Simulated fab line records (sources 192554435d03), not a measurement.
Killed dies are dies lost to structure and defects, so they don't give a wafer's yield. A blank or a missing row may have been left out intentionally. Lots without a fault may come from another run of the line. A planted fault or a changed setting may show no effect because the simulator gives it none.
Matching of chambers | flow n5Finfet | N5_BEOL_M3_ETCH_69 on rieDiel-04: 4 sister chambers
The step etches SiARC in CF4, target depth 15.6 nm, time 26 s. 18 wafers are shown with their chamber, then 9 later ones without.

EACH WAFER AND ITS CHAMBER
wafer  | chamber | showerheadPlenumPTorr (Torr) | throttleValvePct (%) | oesProductAu (a.u.)
L076.2 | 0       | 2.12                         | 15.68                | 0.62
L076.3 | 1       | 2.07                         | 15.62                | 0.70
L076.4 | 2       | 2.13                         | 15.57                | 0.61
L077.2 | 0       | 2.12                         | 15.67                | 0.63
L077.4 | 2       | 2.13                         | 15.57                | 0.61
L077.5 | 1       | 2.07                         | 15.62                | 0.70
L078.1 | 1       | 2.07                         | 15.63                | 0.70
L078.2 | 2       | 2.13                         | 15.57                | 0.60
L078.6 | 1       | 2.07                         | 15.64                | 0.70
L081.3 | 1       | 2.07                         | 15.64                | 0.69
L081.5 | 3       | 2.08                         | 15.33                | 0.75
L081.6 | 0       | 2.12                         | 15.69                | 0.61
L084.2 | 0       | 2.12                         | 15.70                | 0.61
L084.5 | 1       | 2.07                         | 15.66                | 0.69
L084.6 | 0       | 2.12                         | 15.69                | 0.61
L095.3 | 1       | 2.06                         | 15.71                | 0.67
L095.5 | 1       | 2.06                         | 15.71                | 0.66
L095.6 | 2       | 2.12                         | 15.64                | 0.58

SIGNATURES, as means of the wafers listed above
reading               | chamber 0 | chamber 1 | chamber 2 | chamber 3 | scatter within a chamber
showerheadPlenumPTorr | 2.1200    | 2.0675    | 2.1275    | 2.0800    | 0.00401
throttleValvePct      | 15.6860   | 15.6538   | 15.5875   | 15.3300   | 0.0314
oesProductAu          | 0.6160    | 0.6887    | 0.6000    | 0.7500    | 0.0136
Rule: a wafer's distance from a chamber is the root of the sum, over the readings, of the square of ((its reading less the chamber's mean) divided by the reading's scatter). The wafer belongs to the nearest chamber; if the next one is less than 2 further off, it can't be placed. The scatter: the root of (the sum of the squares of (reading less its chamber's mean) over the shown wafers, divided by (wafers less chambers)).

WAFERS MISSING THEIR CHAMBER
wafer  | showerheadPlenumPTorr (Torr) | throttleValvePct (%) | oesProductAu (a.u.)
L089.3 | 2.06                         | 15.70                | 0.66
L089.4 | 2.08                         | 15.39                | 0.73
L089.6 | 2.11                         | 15.76                | 0.60
L094.1 | 2.11                         | 15.77                | 0.60
L094.4 | 2.06                         | 15.70                | 0.66
L094.5 | 2.11                         | 15.76                | 0.59
L097.4 | 2.07                         | 15.38                | 0.73
L097.5 | 2.11                         | 15.74                | 0.59
L097.6 | 2.06                         | 15.71                | 0.66

THE CHAMBER EACH PASSED THROUGH
wafer  | from the rows above | in truth
L089.3 | 1                   | 1
L089.4 | 3                   | 3
L089.6 | 0                   | 0
L094.1 | 0                   | 0
L094.4 | 1                   | 1
L094.5 | 0                   | 0
L097.4 | 3                   | 3
L097.5 | 0                   | 0
L097.6 | 1                   | 1
Placed correctly: 9 of 9. Not placeable from these rows: 0. Placed wrongly: 0.
